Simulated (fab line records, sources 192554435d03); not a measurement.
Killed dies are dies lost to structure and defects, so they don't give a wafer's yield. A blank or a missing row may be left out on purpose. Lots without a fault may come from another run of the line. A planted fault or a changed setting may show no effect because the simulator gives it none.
fab line records | flow n5_finfet
record lots=4 wafers=12 last_day=15
route steps=1938 shown BEOL_M1@762 PASSIVATION@1936
lots that met no fault: from a run of the same line without faults
start_h: hours from the record's first day to the start of the lot's first wafer shown | wait_h: hours since the lot's step before | " the same as in the row above | L1.1+2: a row that stands for several wafers | - no value, or no start given | * or withheld: withheld | < > ~ a bound
route shown NAME@n: a module of which the file shows steps, and the number in the route of the first | usual: mean/standard deviation of fault-free wafers | same: alike in all rows | chamber/n: place in a boat | sites: the reading at each site | _std_site: their standard deviation | _edge_site: outer sites' mean less inner sites' | radius_mm: how far each site lies from the wafer's centre | mask NAME#n: copy n | behind: the tool/chamber that last shaped the wafer | hold: why the lot was held/for how many hours/how that ended | device: the transistor (n, p or np) that didn't switch | end of line: the same wafers' tests at the end of the route | a step without rows: its recipe alone | killed: dies lost to structure and defects at the first sort, not the wafer's yield | map: a wafer's dies, x killed, . not, _ none there
set.NAME: the setting as run; set.NAME@STEP: as run at that earlier step | model.NAME: the simulator's own value behind a step, which no gauge read
lots at some steps of the route; a table a step, a row a wafer
services: from which hour (start_h, from the record's first day; less than 0 if before it) a tool's chamber was out of use, for how many hours, and why
## steps
# step N5_BEOL_M1_PEB_09
# recipe peb_temp_c=100 peb_time_s=60 resist=CAR-EUV
# step N5_BEOL_M1_DEVELOP_10
# recipe develop_time_s=30 developer=TMAH resist=CAR-EUV rinse_liquid=surfactant_rinse dry=air_spin dev_temp_c=23
# step N5_BEOL_M1_DESCUM_16
# recipe chemistry=O2 time_s=7 source_power_w=50 bias_power_w=20 pressure_mtorr=20 rf_frequency_hz=2.712e+07 temp_c=40 resist=CAR-EUV o2_flow_sccm=225
# step N5_BEOL_M1_ETCH_74
# recipe chemistry=N2/H2 target=underlayer target_depth_a=65 mask_material=CAR-EUV time_s=5.2 ion_energy_ev=200 pressure_mtorr=30 source_w=840 bias_w=150 n2_flow_sccm=200 h2_flow_sccm=200 ends=cleared
# step N5_BEOL_M1_ETCH_63
# recipe chemistry=CF4 target=SiARC target_depth_a=156 mask_material=CAR-EUV time_s=26 ion_energy_ev=80 pressure_mtorr=40 source_w=545 bias_w=36 Ar_flow_sccm=100 cf4_flow_sccm=100 ends=cleared
# step N5_BEOL_M1_ETCH_64
# recipe chemistry=N2/H2 target=SOC target_depth_a=750 overetch_a=150 mask_material=SiARC temp_c=40 time_s=112.5 ion_energy_ev=200 pressure_mtorr=30 source_w=840 bias_w=150 n2_flow_sccm=200 h2_flow_sccm=200
# step N5_BEOL_M1_STRIP_65
# recipe chemistry=N2/H2 temp_c=40 n2_flow_sccm=200 h2_flow_sccm=200 rf_frequency_hz=6e+07
# step N5_BEOL_M1_STRIP_75
# recipe chemistry=N2/H2 temp_c=40 n2_flow_sccm=200 h2_flow_sccm=200 rf_frequency_hz=6e+07
# step N5_BEOL_M1_STRIP_66
# recipe chemistry=CF4 resist=SiARC power_w=300 bias_power_w=75 pressure_mtorr=50 cf4_flow_sccm=150 rf_frequency_hz=6e+07
# step N5_BEOL_M1_HM_OPEN_17
# recipe chemistry=Cl2/BCl3 target_depth_a=200 overetch_a=60 target=TiN mask_material=SOC ion_energy_ev=150 pressure_mtorr=10 icp_w=1000 bias_w=126 Cl2_flow_sccm=53.25 bcl3_flow_sccm=21.75 Ar_flow_sccm=25
# usual drypump_motor_current_A=5.75/0.3 oes_product_au=0.65/0.12 throttle_valve_pct=22.0/0.35
# columns lot.wafer tool chamber start_h wait_h drypump_motor_current_A oes_product_au rf_hours_counter_h throttle_valve_pct
L713.1 rie_metal-01 0 171.02 0.0 6.55 0.52 128 22.2
L713.4 " 1 " " 5.56 0.81 - 22.4
L713.6 " 0 " " 6.56 0.52 - 22.3
L714.3 rie_metal-02 1 179.07 0.1 5.52 0.50 - 22.4
L714.4 " 0 " " 5.89 0.77 - 21.4
L714.5 " 0 " " 5.87 0.77 - 21.5
L715.1 rie_metal-02 0 184.30 0.0 5.85 0.79 9 21.4
L715.4 " 1 " " 5.51 0.53 - 22.4
L715.5 " 0 " " 5.86 0.79 - 21.4
L716.4 rie_metal-02 0 184.55 0.1 5.86 0.78 - 21.4
L716.5 " 1 " " 5.52 0.51 - 22.4
L716.6 " 0 " " 5.89 0.77 - 21.5
# step N5_BEOL_M1_STRIP_19
# recipe chemistry=O2 power_w=400 temp_c=40 pressure_mtorr=30 rf_frequency_hz=6e+07 bias_power_w=0 overash_fraction=0.2 o2_flow_sccm=225
# step N5_BEOL_M1_COAT_67
# recipe resist=SOC temp_c=250 time_s=60 spin_rpm=1500 resist_thk_nm=60
# step N5_BEOL_M1_COAT_68
# recipe resist=SiARC temp_c=220 time_s=60 spin_rpm=1500 resist_thk_nm=12
# step N5_BEOL_M1_COAT_76
# recipe resist=underlayer temp_c=205 time_s=60 spin_rpm=1500 resist_thk_nm=5
# step N5_BEOL_M1_COAT_22
# recipe resist=CAR-EUV spin_rpm=1500 resist_thk_nm=30
# step N5_BEOL_M1_EBR_24
# recipe solvent=PGMEA ebr_width_mm=1.5
# step N5_BEOL_M1_SOFTBAKE_23
# recipe temp_c=110 time_s=60 resist=CAR-EUV
# step N5_BEOL_M1_EXPOSE_25
# recipe mask_id=V0 na=0.33 source_shape=quasar sigma_inner=0.2 sigma_outer=0.8 polarization=unpolarized defocus_nm=5 target_cd_nm=24 dose_mj=63
# step N5_BEOL_M1_PEB_26
# recipe peb_temp_c=100 peb_time_s=60 resist=CAR-EUV
# step N5_BEOL_M1_DEVELOP_27
# recipe develop_time_s=30 developer=TMAH resist=CAR-EUV rinse_liquid=surfactant_rinse dry=air_spin dev_temp_c=23
# step N5_BEOL_M1_DESCUM_33
# recipe chemistry=O2 time_s=7 source_power_w=50 bias_power_w=20 pressure_mtorr=20 rf_frequency_hz=2.712e+07 temp_c=40 resist=CAR-EUV o2_flow_sccm=225
# step N5_BEOL_M1_ETCH_77
# recipe chemistry=N2/H2 target=underlayer target_depth_a=65 mask_material=CAR-EUV time_s=5.2 ion_energy_ev=200 pressure_mtorr=30 source_w=840 bias_w=150 n2_flow_sccm=200 h2_flow_sccm=200 ends=cleared
# step N5_BEOL_M1_ETCH_69
# recipe chemistry=CF4 target=SiARC target_depth_a=156 mask_material=CAR-EUV time_s=26 ion_energy_ev=80 pressure_mtorr=40 source_w=545 bias_w=36 Ar_flow_sccm=100 cf4_flow_sccm=100 ends=cleared
# step N5_BEOL_M1_ALD_98
# recipe material=SiO2 target_thk_a=25 temp_c=100 ald_precursor_family=BDEAS ald_co_reactant=O2-plasma pulse_time_s=1 co_reactant_pulse_time_s=1 purge_time_s=2 co_reactant_purge_time_s=2 ald_cycles=17 pressure_torr=2
# step N5_BEOL_M1_ETCHBACK_99
# recipe chemistry=CHF3 target=SiO2 target_depth_a=50 time_s=10.4 source_w=215 bias_w=47 Ar_flow_sccm=200 CHF3_flow_sccm=12 ion_energy_ev=100 pressure_mtorr=30
# step N5_BEOL_M1_ETCH_70
# recipe chemistry=N2/H2 target=SOC target_depth_a=800 overetch_a=160 mask_material=SiARC temp_c=40 time_s=120 ion_energy_ev=200 pressure_mtorr=30 source_w=840 bias_w=150 n2_flow_sccm=200 h2_flow_sccm=200
# step N5_BEOL_M1_STRIP_71
# recipe chemistry=N2/H2 temp_c=40 n2_flow_sccm=200 h2_flow_sccm=200 rf_frequency_hz=6e+07
# step N5_BEOL_M1_STRIP_78
# recipe chemistry=N2/H2 temp_c=40 n2_flow_sccm=200 h2_flow_sccm=200 rf_frequency_hz=6e+07
# step N5_BEOL_M1_VIA_ETCH_34
# recipe chemistry=C4F6/O2 target_depth_a=678 mask_material=SOC pressure_mtorr=15 ion_energy_ev=250 taper_deg=4 time_s=64.4 source_w=350 bias_w=170 Ar_flow_sccm=300 C4F6_flow_sccm=10 O2_flow_sccm=10
# step N5_BEOL_M1_STRIP_83
# recipe chemistry=C4F6/O2 resist=SiARC rf_frequency_hz=6e+07
# step N5_BEOL_M1_STRIP_36
# recipe chemistry=N2/H2 power_w=450 temp_c=40 pressure_mtorr=20 rf_frequency_hz=6e+07 overash_fraction=0.3 bias_power_w=7 h2_frac=0.5 n2_flow_sccm=200 h2_flow_sccm=200
# step N5_BEOL_M1_TRENCH_ETCH_37
# recipe chemistry=C4F6/O2 target_depth_a=552.07 target=SiOC time_s=29 ion_energy_ev=250 pressure_mtorr=30 source_w=355 bias_w=185 Ar_flow_sccm=300 C4F6_flow_sccm=10 O2_flow_sccm=10
# step N5_BEOL_M1_ETCH_41
# recipe chemistry=CH3F/O2 target=SiCN target_depth_a=319 taper_deg=2 time_s=57.8 ion_energy_ev=120 mask_material=TiN pressure_mtorr=30 source_w=395 bias_w=75 Ar_flow_sccm=150 CH3F_flow_sccm=30 O2_flow_sccm=20
# step N5_BEOL_M1_STRIP_97
# recipe chemistry=N2/H2 time_s=10 power_w=450 temp_c=40 pressure_mtorr=20 rf_frequency_hz=6e+07 bias_power_w=7 n2_flow_sccm=200 h2_flow_sccm=200
# step N5_PASSIVATION_PROBE_49
# usual defect_limited_yield=91.4/1.5 killed_at_M0_to_M3=34/12 killed_at_M4_up=12/4.9 killed_at_contacts=13/7.2 killed_at_front_end=39/12 killed_at_other=3.7/2.9 killed_dies=101/18 killed_open=67/14 killed_short=33/7.2 sort_bin_5_function=5.1/0.97 sort_bin_6_memory=3.2/0.67 sort_n_pass=1079/17 sort_yield_pct=91.4/1.5
# same gross_dies=1180 killed_at_back_side=0 sort_bin_4_leakage[%]=0 sort_bin_8_speed[%]=0
# columns lot.wafer tool chamber start_h wait_h defect_limited_yield[%] killed_at_M0_to_M3 killed_at_M4_up killed_at_contacts killed_at_front_end killed_at_other killed_dies killed_open killed_short sort_bin_5_function[%] sort_bin_6_memory[%] sort_n_pass sort_yield_pct[%]
L715.1 prober-01 - 339.01 0.0 88.3 40 14 25 48 11 138 93 45 6.8 4.3 1042 88.3
L715.4 prober-01 - 339.16 0.2 82.8 127 10 3 59 4 203 68 33 10.8 4.8 977 82.8
L715.5 prober-01 - 339.21 0.2 90.7 29 16 13 43 9 110 69 41 6.2 2.9 1070 90.7
L716.5 prober-02 - 356.81 0.2 85.3 118 15 17 22 1 173 50 18 9.6 3.7 1007 85.3
# killed by level:class
L715.1 MOL_CONTACT_COAG:geometric_particle:open=17 BEOL_M0_SAQP:geometric_particle:open=16 BEOL_M0_SAQP:geometric_particle:short=13 FIN_SAQP:geometric_particle:open=9 DUMMY_GATE:geometric_particle:open=9 BEOL_M4:geometric_particle:open=9 MOL_CONTACT_COAG:geometric_particle:short=8 STI_FIN_REVEAL:geometric_particle:open=6
L715.4 BEOL_M1:unspecified=99 FIN_SAQP:geometric_particle:short=14 FIN_SAQP:geometric_particle:open=13 GATE_CUT:geometric_particle:open=6 BEOL_M0_SAQP:geometric_particle:open=6 ILD0:geometric_particle:open=5 BEOL_M0_SAQP:geometric_particle:short=5 BEOL_M1:geometric_particle:open=5
L715.5 MOL_CONTACT_COAG:geometric_particle:open=12 STI_FIN_REVEAL:geometric_particle:open=10 FIN_SAQP:geometric_particle:short=7 BEOL_M0_SAQP:geometric_particle:open=7 BEOL_M3:geometric_particle:open=6 FIN_SAQP:geometric_particle:open=5 BEOL_M0_SAQP:geometric_particle:short=5 BEOL_M1:geometric_particle:open=5
L716.5 BEOL_M1:unspecified=104 MOL_CONTACT_COAG:geometric_particle:open=12 STI_FIN_REVEAL:geometric_particle:open=10 MOL_CONTACT_COAG:geometric_particle:short=5 BEOL_M4:geometric_particle:open=5 BEOL_M0_SAQP:geometric_particle:open=4 BEOL_M5:geometric_particle:open=4 FIN_SAQP:geometric_particle:open=3
# map L715.4 (x killed, . not)
_________________xx..........________________
______________....x.....x......._____________
___________.......xx...x...........__________
__________x.......x................._________
________....................x........x_______
_______.............x.............x....______
______.x......xx....x..x..x...x........._____
_____......xx........x.x............x....____
____...........x..........................___
___.....x.....xx..xx......x.....x..........__
___........x....xx.....xx...x.....x.......x__
__...x.......x..x.x.......x...x..x.x.......x_
__x...x.xx.......x.....x...................._
_................x....x.......x.x......x.....
_..........x....x......................x.....
_..................x........x.x..............
_..........x..........................x......
_..........x............xx.................x.
_..............x..............x.......x......
_......x.......xx............................
_.........x.xxxxx......................x.x...
__...x.x.xxxxxxxx..x..xx...................._
__.....xx.xxxxxxxxxxx......................._
___.....x.xxxxxxxx..xx....xx.............x.__
___.x....xxxxxxxxxxx..xx................x..__
____....xxxxxxxxxx.xxxx...................___
_____..xxxxxxxxxxxxx.x...................____
______.x.xxxxxxxxxx.x.x................._____
_______..x.xxx.xxx.....................______
________..x.x...x.................x..._______
__________x..xx...................xx_________
___________.........x..............__________
______________...x..........x.x._____________
_________________............________________
# map L716.5 (x killed, . not)
_________________.......xx...________________
______________x.x.....x........._____________
___________...x................x...__________
__________..................x......._________
________.......x......x.........x....._______
_______....x.........x.........x.......______
______x................................._____
_____....x..............x..........x..x..____
____.............x.x......................___
___.......x...x..............x.............__
___.......x..........................x.....__
__......x...........x...x.......x..........._
__..x....x...............x.................._
_.......................x.....x...x....x.....
_.....xx...........................x.........
_...................x........x...............
_..x.......x...............................x.
_..........................x.................
_..........x....x.x.....x....................
_.....xx..xx.xx.x......x.....................
_.......x..xx.x..x........x.x............x...
__...x....xxxxxxxxx..x..........x..........._
__.......xxxxxxxx..xxx......................_
___...xxxxxxxxxxxxx.xx...........x......x..__
___.x.x..xxxxxxxxxx..x.....................__
____...x.xxxxxxxxxx..xx.x.............x...___
_____.xx.xxxxx.xx.xx..................x..____
______..xxxxxxxxx.xxx..................._____
_______x..x.xxxx.xx..x.................______
________......xx.x...................._______
__________..x......................._________
___________........................__________
______________.................._____________
_________________.x.....x....________________
## services
# columns tool chamber start_h hours kind
rie_metal-01 - 179.17 2.1 repair
## key
first_sign step=N5_PASSIVATION_PROBE_49 reading=killed_at_M0_to_M3 direction=up sigmas=7.6 usual=34 struck=122
effect step=N5_PASSIVATION_PROBE_49 reading=killed_dies direction=up sigmas=5 usual=101 struck=188
more_kills_born_at N5_BEOL_M1_HM_OPEN_17@rie_metal-02=203
met_at N5_BEOL_M1_HM_OPEN_17
struck_wafers L715.4,L716.5
onset_between 179.07 184.30
fault kind=chamber_particle_source tool=rie_metal-02 chamber=1 onset_h=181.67 steps=N5_BEOL_M1_HM_OPEN_17 rate_per_visit_cm2=0.46139 end_h=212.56
